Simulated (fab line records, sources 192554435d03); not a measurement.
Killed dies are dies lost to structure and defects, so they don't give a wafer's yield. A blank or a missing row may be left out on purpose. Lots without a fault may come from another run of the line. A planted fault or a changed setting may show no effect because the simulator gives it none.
Chamber matching | flow n5_finfet | N5_ILD0_ALD_15 on ald_sin-04: 4 sister chambers
The step deposits SiNx, target thk 24 nm, pulse time 1 s, ald cycles 480. 14 wafers are shown with their chamber, then 7 later ones without.

WAFERS WITH THEIR CHAMBER
wafer  | chamber | heater_power_outer_w (W) | heater_power_w (W) | precursor_pulse_height_rel
L076.2 | 0       | 495                      | 848                | 0.967
L076.3 | 1       | 571                      | 962                | 0.981
L076.4 | 3       | 576                      | 892                | 1.007
L081.3 | 0       | 485                      | 873                | 0.994
L081.5 | 2       | 550                      | 925                | 0.997
L081.6 | 0       | 480                      | 864                | 1.005
L086.1 | 1       | 583                      | 956                | 0.998
L086.5 | 0       | 499                      | 849                | 1.005
L086.6 | 3       | 599                      | 873                | 0.954
L087.1 | 0       | 499                      | 859                | 1.019
L087.2 | 2       | 539                      | 903                | 0.996
L087.5 | 1       | 585                      | 986                | 1.013
L088.1 | 0       | 499                      | 849                | 1.002
L088.2 | 3       | 582                      | 889                | 1.013

SIGNATURES (means of the wafers above)
reading                    | chamber 0 | chamber 1 | chamber 2 | chamber 3 | scatter within a chamber
heater_power_outer_w       | 492.83    | 579.67    | 544.50    | 585.67    | 8.97
heater_power_w             | 857.00    | 968.00    | 914.00    | 884.67    | 12.1
precursor_pulse_height_rel | 0.99867   | 0.99733   | 0.99650   | 0.99133   | 0.0204
Rule: a wafer's distance from a chamber is the root of the sum, over the readings, of the square of ((its reading less the chamber's mean) divided by the reading's scatter). The wafer belongs to the nearest chamber; if the next one is less than 2 further off, it can't be placed. The scatter: the root of (the sum of the squares of (reading less its chamber's mean) over the shown wafers, divided by (wafers less chambers)).

WAFERS WITHOUT THEIR CHAMBER
wafer  | heater_power_outer_w (W) | heater_power_w (W) | precursor_pulse_height_rel
L088.4 | 541                      | 907                | 1.020
L092.1 | 587                      | 969                | 1.024
L092.3 | 558                      | 899                | 0.991
L092.5 | 562                      | 911                | 1.033
L095.3 | 522                      | 852                | 0.973
L095.5 | 522                      | 880                | 0.994
L095.6 | 614                      | 958                | 0.983

WHICH CHAMBER EACH WENT THROUGH
wafer  | from the rows above     | in truth
L088.4 | 2                       | 2
L092.1 | 1                       | 1
L092.3 | can't be placed: 2 or 3 | 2
L092.5 | can't be placed: 2 or 3 | 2
L095.3 | 0                       | 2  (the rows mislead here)
L095.5 | can't be placed: 2 or 0 | 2
L095.6 | 1                       | 1
Placed correctly: 3 of 7. Can't be placed from these rows: 3 (the true chamber is among the candidates in 3). Placed wrongly: 1.
